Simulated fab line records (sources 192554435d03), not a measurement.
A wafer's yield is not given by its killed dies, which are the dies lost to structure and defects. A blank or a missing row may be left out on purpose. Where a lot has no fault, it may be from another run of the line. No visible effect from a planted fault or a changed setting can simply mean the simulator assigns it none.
fab line records	flow n5-finfet
[record] lots = 24	wafers = 72	last-day = 18
route steps=1938 shown GATE_CUT@468 MOL_CONTACT_COAG@526
lots with no fault: from the same line, run without faults
start-h: start of the lot's first displayed wafer, in hours after the record's first day	wait-h: hours elapsed since this lot's preceding step	" repeats the value in the row above	L1.1+2: several wafers, shown together as one row	- no value, or no start was given	* or withheld: withheld	< > ~ a bound
route shown NAME@n: NAME is a module with steps in the file, n the number in the route of the first one	usual: average and standard deviation across the fault-free wafers	same: alike in all rows	chamber/n: place in a boat	sites: the reading at each site	_std_site: standard deviation of those values	_edge_site: the outer-site mean with the inner-site mean subtracted	radius-mm: how far each site lies from the wafer's centre	mask NAME#n: copy n	behind: the most recent tool/chamber to have shaped the wafer	hold: cause of the lot's hold/its duration in hours/its outcome	device: which transistor (n, p or np) failed to switch	end of line: the tests these same wafers got at the end of their route	a step with no rows: only its recipe	killed: dies that structure and defects cost at the first sort, which is not the same as the wafer's yield	map: a wafer's dies, marking killed ones x, the rest . and places with no die _
set.NAME: the setting the step ran with; set.NAME@STEP: the setting that earlier step ran with	model.NAME: the simulator's own value behind a step, which no gauge read
a sample of lots followed through the steps of the route, with each step as a table and each wafer as a row
services: a tool's chamber out of use, with start hour (start-h, from the record's first day; less than 0 if before it), hours out, and reason
[[steps]]
[step N5_GATE_CUT_VAPOR_ETCH_60]
[recipe] chemistry = BCl3/Cl2	target = HfO2	mode = isotropic
[usual] drypump-motor-current-A = 5.5/0.39	oes-product-au = 0.75/0.12
lot.wafer	tool	chamber	start-h	wait-h	drypump-motor-current-A	oes-product-au
L074.2	rie-metal-02	0	78.26	0.0	4.9	0.70
L074.3	"	1	"	"	5.7	0.68
L074.6	"	1	"	"	5.7	0.68
L075.2	rie-metal-02	0	86.28	0.0	4.9	0.70
L075.4	"	0	"	"	4.9	0.70
L075.5	"	0	"	"	4.9	0.70
L076.1	rie-metal-01	1	93.10	0.0	5.7	0.92
L076.4	"	1	"	"	5.7	0.93
L076.5	"	0	"	"	6.1	1.00
L077.3	rie-metal-03	1	99.40	0.0	5.5	0.72
L077.5	"	1	"	"	5.5	0.72
L077.6	"	0	"	"	6.0	0.59
L078.1	rie-metal-02	0	111.24	0.0	4.9	0.69
L078.2	"	1	"	"	5.7	0.67
L078.5	"	0	"	"	4.9	0.69
L079.2	rie-metal-01	1	115.89	0.0	5.7	0.92
L079.3	"	1	"	"	5.7	0.93
L079.6	"	0	"	"	6.1	0.98
L080.2	rie-metal-02	0	117.09	0.0	4.9	0.69
L080.3	"	0	"	"	5.0	0.69
L080.5	"	1	"	"	5.7	0.66
L081.1	rie-metal-02	1	122.01	0.0	5.7	0.67
L081.3	"	1	"	"	5.7	0.67
L081.6	"	0	"	"	4.9	0.69
L082.3	rie-metal-01	1	127.79	0.0	5.7	0.92
L082.5	"	1	"	"	5.7	0.91
L082.6	"	0	"	"	6.1	0.95
L083.1	rie-metal-03	1	134.82	0.0	5.6	0.71
L083.2	"	0	"	"	5.9	0.58
L083.6	"	1	"	"	5.6	0.72
L084.1	rie-metal-02	1	140.38	0.0	5.7	0.66
L084.4	"	0	"	"	4.9	0.68
L084.5	"	0	"	"	4.9	0.69
L085.1	rie-metal-02	1	146.11	0.0	5.7	0.67
L085.3	"	1	"	"	5.7	0.67
L085.6	"	1	"	"	5.7	0.67
L086.3	rie-metal-03	1	152.67	0.0	5.5	0.71
L086.4	"	0	"	"	6.0	0.58
L086.5	"	1	"	"	5.5	0.71
L087.2	rie-metal-02	0	161.77	0.0	4.9	0.69
L087.3	"	1	"	"	5.7	0.66
L087.5	"	1	"	"	5.7	0.66
L088.3	rie-metal-02	1	164.96	0.0	5.7	0.66
L088.5	"	1	"	"	5.7	0.67
L088.6	"	0	"	"	4.9	0.69
L089.1	rie-metal-03	1	169.93	0.1	5.5	0.71
L089.2	"	1	"	"	5.5	0.71
L089.3	"	1	"	"	5.6	0.70
L090.2	rie-metal-01	1	175.46	0.0	5.7	0.88
L090.3	"	1	"	"	5.7	0.89
L090.4	"	0	"	"	6.1	0.91
L091.1	rie-metal-03	1	180.88	0.0	5.6	0.70
L091.2	"	0	"	"	6.0	1.00
L091.4	"	0	"	"	5.9	1.00
L092.1	rie-metal-02	0	186.67	0.0	4.9	0.68
L092.2	"	1	"	"	5.7	0.66
L092.3	"	0	"	"	4.9	0.68
L093.1	rie-metal-03	1	193.50	0.0	5.5	0.70
L093.3	"	0	"	"	5.9	1.00
L093.5	"	0	"	"	6.0	0.99
L094.1	rie-metal-03	0	199.07	0.0	5.9	0.97
L094.4	"	0	"	"	5.9	0.98
L094.5	"	0	"	"	6.0	0.97
L095.2	rie-metal-01	0	210.06	0.0	6.1	0.89
L095.3	"	1	"	"	5.7	0.87
L095.6	"	1	"	"	5.7	0.87
L096.1	rie-metal-02	0	212.86	0.0	4.9	0.67
L096.3	"	1	"	"	5.7	0.65
L096.4	"	0	"	"	4.9	0.67
L097.3	rie-metal-02	0	220.36	0.0	4.9	0.67
L097.5	"	1	"	"	5.7	0.65
L097.6	"	0	"	"	4.9	0.68
[step N5_GATE_CUT_PECVD_57]
[recipe] material = SiNx	target-thk-a = 210	temp-c = 400	precursor = SiH4/NH3/N2	pressure-torr = 1.5	rf-w = 300
[usual] heater-power-w = 776/94	showerhead-plenum-p-Torr = 5.14/0.063	throttle-valve-pct = 39.2/0.98
lot.wafer	tool	chamber	start-h	wait-h	heater-power-w	showerhead-plenum-p-Torr	throttle-valve-pct
L074.2	pecvd-04	2	80.83	1.1	922	5.04	39.6
L074.3	"	0	"	"	779	5.17	38.8
L074.6	"	2	"	"	914	5.04	39.6
L075.2	pecvd-04	2	88.87	1.1	843	5.04	39.2
L075.4	"	2	"	"	867	5.05	39.4
L075.5	"	0	"	"	906	5.17	38.7
L076.1	pecvd-01	1	95.79	1.1	946	5.21	39.3
L076.4	"	2	"	"	741	5.07	38.3
L076.5	"	0	"	"	621	5.13	40.6
L077.3	pecvd-01	2	103.87	1.1	689	5.06	38.6
L077.5	"	1	"	"	872	5.21	39.3
L077.6	"	0	"	"	694	5.15	40.8
L078.1	pecvd-04	2	114.30	1.1	942	5.04	39.6
L078.2	"	1	"	"	688	5.18	37.9
L078.5	"	0	"	"	866	5.17	38.9
L079.2	pecvd-04	1	118.60	1.1	775	5.17	37.8
L079.3	"	0	"	"	813	5.17	38.7
L079.6	"	1	"	"	776	5.18	37.9
L080.2	pecvd-03	0	121.83	1.1	679	5.24	41.0
L080.3	"	2	"	"	634	5.10	37.6
L080.5	"	0	"	"	711	5.24	40.9
L081.1	pecvd-01	0	124.60	1.1	706	5.13	40.7
L081.3	"	2	"	"	673	5.06	38.6
L081.6	"	1	"	"	966	5.21	39.2
L082.3	pecvd-04	0	130.50	1.1	768	5.16	38.8
L082.5	"	1	"	"	742	5.19	38.0
L082.6	"	2	"	"	802	5.05	39.7
L083.1	pecvd-03	1	137.46	1.1	813	5.13	38.9
L083.2	"	0	"	"	637	5.23	40.8
L083.6	"	0	"	"	624	5.24	41.0
L084.1	pecvd-04	2	142.94	1.1	768	5.05	39.5
L084.4	"	2	"	"	784	5.04	39.7
L084.5	"	0	"	"	817	5.16	39.1
L085.1	pecvd-01	2	148.90	1.1	753	5.07	38.8
L085.3	"	0	"	"	648	5.15	41.1
L085.6	"	1	"	"	905	5.21	39.2
L086.3	pecvd-01	2	155.37	1.1	660	5.05	39.0
L086.4	"	1	"	"	909	5.20	39.2
L086.5	"	0	"	"	654	5.14	41.0
L087.2	pecvd-04	2	164.33	1.1	874	5.05	39.6
L087.3	"	0	"	"	795	5.18	39.0
L087.5	"	0	"	"	793	5.15	39.1
L088.3	pecvd-01	1	167.52	1.1	841	5.21	39.2
L088.5	"	2	"	"	721	5.06	39.0
L088.6	"	0	"	"	746	5.12	40.8
L089.1	pecvd-01	0	172.65	1.1	636	5.14	40.9
L089.2	"	1	"	"	864	5.22	38.9
L089.3	"	2	"	"	776	5.06	38.8
L090.2	pecvd-01	0	178.22	1.1	625	5.15	40.6
L090.3	"	2	"	"	729	5.06	38.9
L090.4	"	0	"	"	629	5.15	41.0
L091.1	pecvd-01	2	184.59	1.1	762	5.06	39.2
L091.2	"	0	"	"	665	5.14	40.9
L091.4	"	2	"	"	767	5.05	38.9
L092.1	pecvd-01	1	190.88	1.1	931	5.22	39.1
L092.2	"	2	"	"	697	5.06	38.9
L092.3	"	2	"	"	691	5.05	38.9
L093.1	pecvd-03	0	196.07	1.1	652	5.24	40.9
L093.3	"	2	"	"	745	5.09	37.9
L093.5	"	0	"	"	659	5.26	40.9
L094.1	pecvd-01	0	201.71	1.1	720	5.13	40.8
L094.4	"	1	"	"	876	5.21	39.3
L094.5	"	2	"	"	754	5.05	39.0
L095.2	pecvd-04	0	212.77	1.1	782	5.18	39.0
L095.3	"	1	"	"	804	5.17	37.8
L095.6	"	0	"	"	814	5.16	39.2
L096.1	pecvd-03	1	215.42	1.1	861	5.13	38.9
L096.3	"	2	"	"	758	5.10	38.0
L096.4	"	0	"	"	693	5.24	40.7
L097.3	pecvd-01	2	222.91	1.1	747	5.05	39.1
L097.5	"	0	"	"	668	5.13	41.2
L097.6	"	2	"	"	748	5.04	39.0
[step N5_GATE_CUT_ETCH_36]
[recipe] chemistry = CF4	target = SiARC	target-depth-a = 130	mask-material = CAR-EUV	time-s = 21.7	ion-energy-ev = 80	pressure-mtorr = 40	source-w = 545	bias-w = 36	Ar_flow_sccm = 100	cf4-flow-sccm = 100	ends = cleared
[usual] cf4-flow-sccm = 99.9/0.32	drypump-motor-current-A = 5.38/0.28	etch-rf-on-time-s = 21.7/0.43	oes-product-au = 0.64/0.065	rf-vpp-V = 184.4/1.1	showerhead-plenum-p-Torr = 2.17/0.055	throttle-valve-pct = 15.65/0.24
lot.wafer	tool	chamber	start-h	wait-h	cf4-flow-sccm	drypump-motor-current-A	etch-rf-on-time-s	oes-product-au	rf-hours-counter-h	rf-vpp-V	showerhead-plenum-p-Torr	throttle-valve-pct
L074.2	rie-diel-03	3	81.91	0.0	99.2	5.17	21.7	0.60	213	186.5	2.20	15.88
L074.3	"	2	"	"	100.0	5.26	22.1	0.60	198	183.9	2.13	15.75
L074.6	"	2	"	"	100.0	5.25	22.0	0.60	-	184.0	2.12	15.74
L075.2	rie-diel-03	1	89.92	0.0	100.1	5.29	22.1	0.72	29	185.2	2.29	15.53
L075.4	"	3	"	"	99.5	5.14	21.8	0.60	215	184.2	2.20	15.88
L075.5	"	3	"	"	99.7	5.15	22.0	0.60	-	185.7	2.20	15.88
L076.1	rie-diel-05	2	96.74	0.0	99.5	5.69	21.0	0.61	234	185.5	2.20	15.66
L076.4	"	3	"	"	99.9	5.32	21.4	0.64	-	183.0	2.13	15.58
L076.5	"	3	"	"	99.9	5.32	21.4	0.64	-	182.9	2.13	15.57
L077.3	rie-diel-06	0	104.91	0.0	100.2	5.09	21.4	0.65	125	184.1	2.23	15.45
L077.5	"	0	"	"	100.0	5.09	21.2	0.66	-	185.8	2.23	15.46
L077.6	"	3	"	"	100.0	5.33	21.8	0.63	-	185.0	2.15	15.76
L078.1	rie-diel-03	3	115.35	0.0	99.9	5.17	21.3	0.61	223	185.3	2.20	15.87
L078.2	"	1	"	"	99.9	5.30	21.7	0.72	37	185.9	2.28	15.54
L078.5	"	3	"	"	100.1	5.15	21.4	0.61	-	185.0	2.20	15.90
L079.2	rie-diel-03	3	119.52	0.0	100.2	5.14	21.7	0.60	225	184.9	2.20	15.90
L079.3	"	0	"	"	99.7	5.93	22.3	0.62	172	183.3	2.12	15.34
L079.6	"	0	"	"	99.8	5.94	22.3	0.62	-	184.0	2.12	15.35
L080.2	rie-diel-05	0	122.79	0.0	100.2	5.03	22.0	0.58	233	183.8	2.20	15.98
L080.3	"	1	"	"	99.9	5.45	21.3	0.83	6	182.3	2.10	15.10
L080.5	"	0	"	"	100.3	5.00	22.0	0.59	-	184.5	2.20	15.98
L081.1	rie-diel-03	3	125.54	0.0	100.1	5.13	22.0	0.60	226	184.3	2.20	15.91
L081.3	"	0	"	"	99.7	5.93	22.5	0.62	174	184.5	2.12	15.35
L081.6	"	2	"	"	100.0	5.22	22.2	0.59	-	183.4	2.12	15.77
L082.3	rie-diel-06	1	131.47	0.0	99.6	5.43	21.9	0.59	234	184.9	2.20	15.84
L082.5	"	0	"	"	100.2	5.07	21.4	0.65	-	185.8	2.23	15.50
L082.6	"	1	"	"	100.2	5.38	22.0	0.59	-	184.2	2.20	15.85
L083.1	rie-diel-03	3	138.38	0.0	99.9	5.13	21.7	0.60	231	184.4	2.19	15.91
L083.2	"	0	"	"	99.9	5.92	22.5	0.61	178	184.3	2.12	15.36
L083.6	"	2	"	"	100.1	5.26	21.9	0.59	-	183.4	2.12	15.79
L084.1	rie-diel-06	3	143.86	0.0	99.9	5.31	21.3	0.63	153	184.4	2.15	15.78
L084.4	"	3	"	"	99.6	5.35	21.2	0.63	-	185.5	2.15	15.76
L084.5	"	1	"	"	99.8	5.45	21.3	0.59	-	185.6	2.20	15.85
L085.1	rie-diel-03	3	150.07	0.0	100.2	5.13	22.1	0.58	235	184.4	2.19	15.92
L085.3	"	1	"	"	99.8	5.30	21.9	0.70	49	186.9	2.28	15.56
L085.6	"	2	"	"	99.8	5.27	22.2	0.58	-	183.7	2.12	15.77
L086.3	rie-diel-06	0	156.42	0.0	100.2	5.12	21.2	0.64	142	186.1	2.22	15.49
L086.4	"	3	"	"	99.2	5.32	21.5	0.63	158	183.5	2.15	15.78
L086.5	"	0	"	"	100.0	5.07	21.2	0.64	-	185.0	2.22	15.51
L087.2	rie-diel-05	3	165.91	0.0	100.1	5.29	21.8	0.63	154	184.2	2.13	15.60
L087.3	"	1	"	"	99.8	5.45	21.7	0.78	18	183.5	2.10	15.11
L087.5	"	1	"	"	100.3	5.46	21.7	0.80	-	184.4	2.10	15.13
L088.3	rie-diel-05	1	168.43	0.0	100.2	5.46	21.5	0.80	19	183.7	2.10	15.11
L088.5	"	0	"	"	99.6	5.01	22.1	0.58	-	185.9	2.19	16.00
L088.6	"	3	"	"	99.7	5.31	21.6	0.63	-	183.5	2.13	15.61
L089.1	rie-diel-03	0	173.69	0.0	100.0	5.94	22.6	0.61	189	183.5	2.12	15.38
L089.2	"	1	"	"	99.5	5.29	21.9	0.70	56	185.2	2.28	15.57
L089.3	"	3	"	"	100.2	5.15	21.9	0.59	239	183.9	2.19	15.93
L090.2	rie-diel-06	0	179.17	0.0	99.9	5.08	21.4	0.63	149	186.0	2.22	15.52
L090.3	"	3	"	"	99.8	5.31	22.1	0.61	167	185.4	2.14	15.80
L090.4	"	0	"	"	99.9	5.08	21.4	0.64	-	185.3	2.22	15.50
L091.1	rie-diel-06	2	186.34	0.0	100.2	5.93	21.6	0.64	194	184.4	2.13	15.97
L091.2	"	3	"	"	100.6	5.35	21.9	0.61	170	184.9	2.14	15.81
L091.4	"	3	"	"	100.4	5.32	22.0	0.61	-	183.4	2.14	15.81
L092.1	rie-diel-06	2	191.98	0.0	99.4	5.90	21.5	0.63	196	184.1	2.13	15.98
L092.2	"	0	"	"	100.1	5.11	21.1	0.63	155	185.1	2.22	15.52
L092.3	"	3	"	"	99.7	5.33	21.6	0.62	172	184.8	2.14	15.81
L093.1	rie-diel-03	0	197.11	0.0	99.6	5.94	22.3	0.61	196	183.0	2.11	15.38
L093.3	"	3	"	"	99.2	5.16	21.7	0.58	246	184.0	2.19	15.94
L093.5	"	3	"	"	100.0	5.14	21.8	0.58	-	183.7	2.19	15.92
L094.1	rie-diel-06	1	202.93	0.0	100.0	5.40	21.2	0.82	3	185.3	2.20	15.36
L094.4	"	2	"	"	100.0	5.90	21.5	0.63	200	183.4	2.13	15.97
L094.5	"	1	"	"	100.1	5.45	21.1	0.82	-	184.1	2.20	15.37
L095.2	rie-diel-06	3	213.84	0.0	100.3	5.31	21.7	0.60	179	185.0	2.14	15.83
L095.3	"	2	"	"	100.0	5.91	21.5	0.63	202	182.7	2.13	15.99
L095.6	"	0	"	"	99.8	5.06	21.2	0.63	-	184.5	2.22	15.53
L096.1	rie-diel-03	0	216.41	0.0	100.0	5.93	22.2	0.60	203	183.1	2.11	15.40
L096.3	"	2	"	"	100.3	5.27	22.1	0.57	241	183.8	2.11	15.81
L096.4	"	1	"	"	100.0	5.30	21.7	0.69	-	186.7	2.27	15.62
L097.3	rie-diel-05	1	224.02	0.0	100.5	5.45	21.3	0.77	38	183.4	2.09	15.15
L097.5	"	1	"	"	100.5	5.45	21.4	0.76	-	183.1	2.09	15.16
L097.6	"	2	"	"	99.5	5.67	20.7	0.80	-	183.8	2.19	15.27
[step N5_GATE_CUT_VAPOR_ETCH_51]
[recipe] chemistry = BCl3/Cl2	target = HfO2	mode = isotropic
[usual] drypump-motor-current-A = 5.7/0.36	oes-product-au = 0.78/0.13
lot.wafer	tool	chamber	start-h	wait-h	drypump-motor-current-A	oes-product-au
L074.2	rie-metal-02	0	82.49	0.0	4.9	0.70
L074.3	"	1	"	"	5.7	0.69
L074.6	"	0	"	"	4.9	0.70
L075.2	rie-metal-01	1	90.49	0.0	5.7	0.94
L075.4	"	1	"	"	5.7	0.94
L075.5	"	0	"	"	6.1	1.00
L076.1	rie-metal-03	1	97.47	0.0	5.6	0.72
L076.4	"	0	"	"	5.9	0.59
L076.5	"	1	"	"	5.5	0.72
L077.3	rie-metal-03	0	105.57	0.0	6.0	0.58
L077.5	"	0	"	"	6.0	0.59
L077.6	"	1	"	"	5.6	0.72
L078.1	rie-metal-03	1	115.93	0.0	5.6	0.72
L078.2	"	0	"	"	6.0	0.59
L078.5	"	1	"	"	5.5	0.71
L079.2	rie-metal-01	0	120.10	0.0	6.1	0.94
L079.3	"	1	"	"	5.7	0.91
L079.6	"	0	"	"	6.1	0.95
L080.2	rie-metal-02	1	123.36	0.0	5.7	0.68
L080.3	"	0	"	"	4.9	0.69
L080.5	"	1	"	"	5.7	0.67
L081.1	rie-metal-01	1	126.12	0.0	5.7	0.91
L081.3	"	1	"	"	5.7	0.92
L081.6	"	0	"	"	6.1	0.94
L082.3	rie-metal-02	0	132.06	0.0	4.9	0.69
L082.5	"	0	"	"	4.9	0.68
L082.6	"	1	"	"	5.7	0.67
L083.1	rie-metal-02	1	138.96	0.0	5.7	0.67
L083.2	"	0	"	"	4.9	0.69
L083.6	"	1	"	"	5.7	0.67
L084.1	rie-metal-01	0	144.44	0.0	6.1	0.94
L084.4	"	1	"	"	5.7	0.91
L084.5	"	1	"	"	5.7	0.92
L085.1	rie-metal-03	0	150.65	0.0	6.0	0.57
L085.3	"	0	"	"	5.9	0.57
L085.6	"	1	"	"	5.5	0.71
L086.3	rie-metal-01	1	157.01	0.0	5.7	0.91
L086.4	"	0	"	"	6.1	0.93
L086.5	"	1	"	"	5.7	0.91
L087.2	rie-metal-02	1	166.49	0.0	5.7	0.67
L087.3	"	1	"	"	5.7	0.67
L087.5	"	0	"	"	4.9	0.68
L088.3	rie-metal-01	1	169.02	0.0	5.7	0.90
L088.5	"	0	"	"	6.1	0.92
L088.6	"	1	"	"	5.7	0.89
L089.1	rie-metal-03	1	174.51	0.1	5.6	0.71
L089.2	"	1	"	"	5.6	0.70
L089.3	"	1	"	"	5.6	0.70
L090.2	rie-metal-03	1	179.75	0.0	5.6	0.70
L090.3	"	0	"	"	6.0	1.01
L090.4	"	1	"	"	5.5	0.70
L091.1	rie-metal-01	1	186.92	0.0	5.7	0.89
L091.2	"	0	"	"	6.1	0.91
L091.4	"	1	"	"	5.7	0.89
L092.1	rie-metal-01	1	192.56	0.0	5.7	0.89
L092.2	"	0	"	"	6.1	0.90
L092.3	"	0	"	"	6.1	0.91
L093.1	rie-metal-02	0	197.69	0.0	4.9	0.67
L093.3	"	0	"	"	4.9	0.68
L093.5	"	1	"	"	5.7	0.66
L094.1	rie-metal-01	1	203.51	0.0	5.7	0.87
L094.4	"	1	"	"	5.7	0.87
L094.5	"	0	"	"	6.1	0.89
L095.2	rie-metal-03	1	214.67	0.1	5.5	0.70
L095.3	"	1	"	"	5.5	0.69
L095.6	"	1	"	"	5.6	0.70
L096.1	rie-metal-01	0	217.04	0.0	6.1	0.89
L096.3	"	1	"	"	5.7	0.88
L096.4	"	0	"	"	6.1	0.89
L097.3	rie-metal-02	0	224.61	0.0	4.9	0.67
L097.5	"	1	"	"	5.7	0.66
L097.6	"	0	"	"	4.9	0.68
[step N5_GATE_CUT_CMP_23]
[recipe] stop-on = SiO2	t-overpolish-s = 23.4	post-cmp-clean = alkaline-brush	down-force-psi = 2.5	platen-rpm = 51.8	pad-velocity-m-s = 1.0307	target-thk-nm = 16
[usual] motor-current-A = 8.9/0.96	overpolish-run-s = 23.399/0.0096	retaining-ring-pressure-frac = 1.000/0.005	time-to-endpoint-s = 19.6/2.8
lot.wafer	tool	chamber	start-h	wait-h	motor-current-A	overpolish-run-s	retaining-ring-pressure-frac	time-to-endpoint-s
L074.3	cmp-02	3	84.26	0.8	7.5	23.369	1.008	12.9
L074.2	"	0	"	"	9.6	23.414	1.001	18.2
L074.6	"	3	"	"	7.4	23.381	0.994	15.9
L075.2	cmp-02	1	92.23	0.8	10.3	23.385	0.999	18.5
L075.4	"	3	"	"	7.7	23.397	1.005	14.3
L075.5	"	1	"	"	10.3	23.402	1.005	15.2
L076.4	cmp-03	0	99.21	0.8	7.9	23.412	1.002	17.0
L076.1	"	1	"	"	7.4	23.396	1.002	21.4
L076.5	"	0	"	"	7.9	23.384	0.995	18.2
L077.3	cmp-02	1	107.58	0.8	10.6	23.386	0.999	19.7
L077.5	"	1	"	"	10.3	23.395	0.992	20.5
L077.6	"	2	"	"	10.6	23.417	0.998	15.2
L078.1	cmp-04	3	117.81	0.9	8.6	23.399	0.995	15.6
L078.2	"	1	"	"	8.7	23.398	1.006	22.0
L078.5	"	3	"	"	8.8	23.409	1.002	18.0
L079.2	cmp-03	3	122.14	0.8	9.1	23.384	1.005	25.6
L079.3	"	0	"	"	7.7	23.392	0.999	17.3
L079.6	"	2	"	"	7.8	23.397	1.009	20.8
L080.3	cmp-02	1	125.11	0.8	10.5	23.403	1.007	20.1
L080.2	"	3	"	"	7.7	23.407	1.003	14.2
L080.5	"	1	"	"	10.8	23.405	1.001	19.7
L081.1	cmp-02	1	127.85	0.8	10.7	23.387	1.004	17.8
L081.3	"	2	"	"	10.0	23.413	0.996	17.3
L081.6	"	1	"	"	10.0	23.395	1.001	19.0
L082.3	cmp-02	3	133.74	0.8	8.1	23.388	0.995	16.3
L082.6	"	3	"	"	7.8	23.397	0.996	13.3
L082.5	"	0	"	"	9.7	23.395	1.006	20.6
L083.1	cmp-03	1	140.87	0.8	8.0	23.408	0.996	23.6
L083.2	"	2	"	"	8.2	23.395	0.990	19.2
L083.6	"	0	"	"	8.0	23.412	1.004	18.7
L084.4	cmp-03	3	146.13	0.8	8.6	23.419	0.998	24.9
L084.1	"	1	"	"	8.3	23.407	0.996	22.4
L084.5	"	3	"	"	8.4	23.419	1.004	21.3
L085.1	cmp-04	1	152.38	0.8	8.3	23.389	1.004	19.7
L085.3	"	2	"	"	9.3	23.391	0.995	17.9
L085.6	"	1	"	"	7.9	23.392	1.000	18.5
L086.4	cmp-03	3	158.73	0.8	8.7	23.388	1.002	22.5
L086.3	"	0	"	"	7.7	23.398	1.001	18.2
L086.5	"	3	"	"	8.8	23.383	1.004	23.3
L087.2	cmp-03	1	168.25	0.8	7.9	23.402	1.004	24.4
L087.3	"	0	"	"	7.8	23.409	1.002	18.9
L087.5	"	1	"	"	8.2	23.394	0.995	23.2
L088.3	cmp-04	1	170.75	0.8	8.8	23.403	1.000	18.9
L088.6	"	0	"	"	9.0	23.403	0.994	16.7
L088.5	"	1	"	"	9.0	23.372	0.998	20.6
L089.1	cmp-04	1	176.24	0.8	8.8	23.389	1.000	21.4
L089.2	"	2	"	"	8.6	23.400	0.998	19.2
L089.3	"	3	"	"	8.7	23.385	1.008	21.2
L090.4	cmp-02	1	181.52	0.8	11.0	23.399	1.005	22.0
L090.3	"	3	"	"	7.9	23.400	1.001	19.2
L090.2	"	0	"	"	9.8	23.402	0.996	21.2
L091.1	cmp-03	0	188.62	0.8	7.4	23.395	1.000	17.3
L091.2	"	2	"	"	7.8	23.397	1.000	20.1
L091.4	"	3	"	"	8.8	23.416	0.991	22.9
L092.1	cmp-04	0	194.58	0.8	9.1	23.387	1.001	19.2
L092.2	"	1	"	"	8.9	23.403	0.999	21.7
L092.3	"	2	"	"	9.1	23.406	0.996	20.5
L093.3	cmp-04	3	199.38	0.8	8.5	23.409	1.006	20.0
L093.1	"	0	"	"	9.7	23.402	0.991	21.2
L093.5	"	3	"	"	8.9	23.406	1.010	20.4
L094.4	cmp-02	1	205.44	0.8	10.6	23.408	0.999	20.8
L094.1	"	0	"	"	9.4	23.385	0.999	17.5
L094.5	"	2	"	"	10.6	23.379	0.998	19.5
L095.3	cmp-03	0	216.98	0.8	8.3	23.411	1.012	21.1
L095.2	"	2	"	"	8.2	23.393	0.988	24.8
L095.6	"	1	"	"	7.8	23.403	1.007	28.2
L096.1	cmp-04	3	218.77	0.8	9.2	23.398	0.998	19.2
L096.4	"	0	"	"	9.5	23.401	1.002	18.5
L096.3	"	1	"	"	8.3	23.400	1.004	20.7
L097.3	cmp-02	0	226.37	0.8	9.9	23.388	0.999	21.6
L097.6	"	3	"	"	7.5	23.398	0.996	17.1
L097.5	"	0	"	"	9.7	23.407	1.008	20.6
[step N5_MOL_CONTACT_COAG_CD_MEAS_08]
[recipe] target-cd-nm = 28	landing-energy-ev = 500	detector = se-inlens	polarity = opening
[usual] cd-nm = 28.06/0.25
lot.wafer	tool	chamber	start-h	wait-h	cd-nm
L074.2	cd-sem-01	0	85.68	-	27.61
L074.3	"	0	"	"	28.56
L074.6	"	0	"	"	28.59
L075.2	cd-sem-01	0	93.69	-	28.23
L075.4	"	0	"	"	27.97
L075.5	"	0	"	"	27.90
L076.1	cd-sem-03	0	100.63	-	27.61
L076.4	"	0	"	"	27.77
L076.5	"	0	"	"	27.70
L077.3	cd-sem-02	0	109.05	-	27.76
L077.5	"	0	"	"	27.78
L077.6	"	0	"	"	28.10
L078.1	cd-sem-03	0	119.10	-	28.26
L078.2	"	0	"	"	28.31
L078.5	"	0	"	"	28.15
L079.2	cd-sem-02	0	123.43	-	27.73
L079.3	"	0	"	"	28.33
L079.6	"	0	"	"	28.44
L080.2	cd-sem-01	0	126.53	-	28.45
L080.3	"	0	"	"	27.99
L080.5	"	0	"	"	28.03
L081.1	cd-sem-01	0	129.15	-	28.12
L081.3	"	0	"	"	27.98
L081.6	"	0	"	"	28.06
L082.3	cd-sem-02	0	135.08	-	27.86
L082.5	"	0	"	"	27.88
L082.6	"	0	"	"	27.80
L083.1	cd-sem-02	0	142.13	-	27.64
L083.2	"	0	"	"	27.91
L083.6	"	0	"	"	27.65
L084.1	cd-sem-01	0	147.47	-	28.33
L084.4	"	0	"	"	28.07
L084.5	"	0	"	"	28.36
L085.1	cd-sem-03	0	153.68	-	28.07
L085.3	"	0	"	"	28.14
L085.6	"	0	"	"	28.25
L086.3	cd-sem-03	0	160.15	-	27.77
L086.4	"	0	"	"	27.87
L086.5	"	0	"	"	27.58
L087.2	cd-sem-02	0	169.71	-	28.36
L087.3	"	0	"	"	27.91
L087.5	"	0	"	"	27.76
L088.3	cd-sem-02	0	172.05	-	28.04
L088.5	"	0	"	"	28.32
L088.6	"	0	"	"	28.26
L089.1	cd-sem-03	0	177.69	-	27.92
L089.2	"	0	"	"	27.77
L089.3	"	0	"	"	27.78
L090.2	cd-sem-03	0	182.86	-	28.18
L090.3	"	0	"	"	28.20
L090.4	"	0	"	"	28.28
L091.1	cd-sem-02	0	190.21	-	27.92
L091.2	"	0	"	"	28.16
L091.4	"	0	"	"	27.74
L092.1	cd-sem-01	0	195.88	-	28.20
L092.2	"	0	"	"	28.03
L092.3	"	0	"	"	28.15
L093.1	cd-sem-02	0	200.84	-	28.10
L093.3	"	0	"	"	28.11
L093.5	"	0	"	"	28.16
L094.1	cd-sem-03	0	206.78	-	27.51
L094.4	"	0	"	"	28.01
L094.5	"	0	"	"	27.61
L095.2	cd-sem-02	0	218.44	-	28.25
L095.3	"	0	"	"	28.05
L095.6	"	0	"	"	28.36
L096.1	cd-sem-03	0	220.06	-	28.51
L096.3	"	0	"	"	28.15
L096.4	"	0	"	"	28.07
L097.3	cd-sem-03	0	227.71	-	28.49
L097.5	"	0	"	"	28.20
L097.6	"	0	"	"	28.29
[[services]]
tool	chamber	start-h	hours	kind
cmp-02	-	62.47	4.0	pm
cmp-03	-	66.41	1.5	repair
cmp-02	-	68.14	3.8	pm
rie-metal-01	-	105.87	0.5	repair
rie-metal-01	-	107.48	4.3	pm
cmp-02	-	116.62	0.3	repair
pecvd-01	-	116.65	2.8	pm
cmp-02	-	117.34	1.2	repair
rie-diel-06	2	118.80	26.8	repair
pecvd-04	0	122.10	6.5	repair
cmp-02	-	137.80	2.3	repair
cmp-02	-	145.88	6.5	pm
rie-metal-03	0	159.23	2.2	repair
rie-diel-06	0	169.70	4.3	repair
cmp-02	-	187.17	3.8	repair
pecvd-04	2	189.26	3.8	repair
pecvd-01	-	200.46	0.3	repair
cmp-03	-	202.03	4.7	pm
rie-metal-03	0	202.61	15.0	repair
rie-diel-03	3	207.89	9.7	repair
cmp-03	-	209.37	4.0	pm
cmp-02	-	213.67	5.1	repair
rie-diel-03	-	223.67	1.2	repair
rie-diel-06	3	226.39	4.2	repair
[[key]]
fault none
